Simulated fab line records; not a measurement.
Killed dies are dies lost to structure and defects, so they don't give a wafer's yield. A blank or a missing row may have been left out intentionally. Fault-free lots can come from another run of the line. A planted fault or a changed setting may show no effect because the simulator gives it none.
Which tool is to blame? | flow nand-harc | 6 lots, 18 wafers sampled, at 5 steps of a route of 1302

## WHAT EACH GAUGE READ, for each wafer
NHARC_END_SORT_01.
lot  | measured     | on        | killed-at-other
L826 | day 25 06:32 | prober-02 | 2 0 1
L830 | day 26 08:05 | prober-02 | 1 1
L839 | day 31 02:34 | prober-02 | 0 0 1
L845 | day 33 11:19 | prober-01 | 4 2 5

## TOOL THAT RAN EACH LOT (tool first, then ch and the chambers of the sampled wafers, then the start)
lot  | NHARC_P_M0_DEP_32               | NHARC_P_M1_STRIP_19                 | NHARC_P_M1_DEGAS_29          | NHARC_P_M1_ANNEAL_31
L826 | pecvd-04 ch 0,1, day 6 23:46    | wet-bench-08 ch 0,1,3, day 7 01:57  | pvd-sputter-03, day 7 02:13  | rtp-anneal-01 ch 0, day 7 03:02
L830 | pecvd-01 ch 1,2, day 8 19:08    | wet-bench-10 ch 1,2,6, day 8 21:16  | pvd-sputter-02, day 8 21:32  | rtp-anneal-01 ch 0, day 8 22:20
L833 | pecvd-03 ch 1,2, day 9 18:25    | wet-bench-10 ch 3,4,6, day 9 20:44  | pvd-sputter-03, day 9 21:00  | rtp-anneal-01 ch 0, day 9 21:46
L839 | pecvd-03 ch 0,1,2, day 12 07:56 | wet-bench-08 ch 3,4,5, day 12 10:07 | pvd-sputter-02, day 12 10:23 | rtp-anneal-02 ch 0, day 12 11:08
L845 | pecvd-03 ch 0,1, day 15 06:08   | wet-bench-08 ch 1,2,6, day 15 08:23 | pvd-sputter-02, day 15 08:40 | rtp-anneal-01 ch 0, day 15 09:23
L847 | pecvd-04 ch 0,2, day 15 21:34   | wet-bench-08 ch 1,3,5, day 15 23:41 | pvd-sputter-01, day 15 23:58 | rtp-anneal-02 ch 0, day 16 00:47
- NHARC_P_M0_DEP_32: deposits SiCN, target thk 30 nm.
- NHARC_P_M1_STRIP_19: strips in post etch residue remover, time 600 s.
- NHARC_P_M1_DEGAS_29: time 60 s.
- NHARC_P_M1_ANNEAL_31: time 90 s.

## THE ANSWER, worked out from the rows above alone
Rule: what is usual is taken from the lots themselves. The widest of any qualifying gaps counts: lots, ordered by their means at a reading, are off when they make up no more than a third of the lots, leave a main group of 4 or more, and stand apart from it by 3 or more times the standard deviation of that group's means. A main group whose means are all the same, to the digits that the tables above print for the reading, isn't used. A lot without any number at a reading at which 4 lots or more have one is off too. The other lots that the step has rows for count as sound.
No lot is off on any of the readings shown, so nothing can be concluded from this.

## WHAT HAD BEEN PUT IN BY THE SIMULATOR
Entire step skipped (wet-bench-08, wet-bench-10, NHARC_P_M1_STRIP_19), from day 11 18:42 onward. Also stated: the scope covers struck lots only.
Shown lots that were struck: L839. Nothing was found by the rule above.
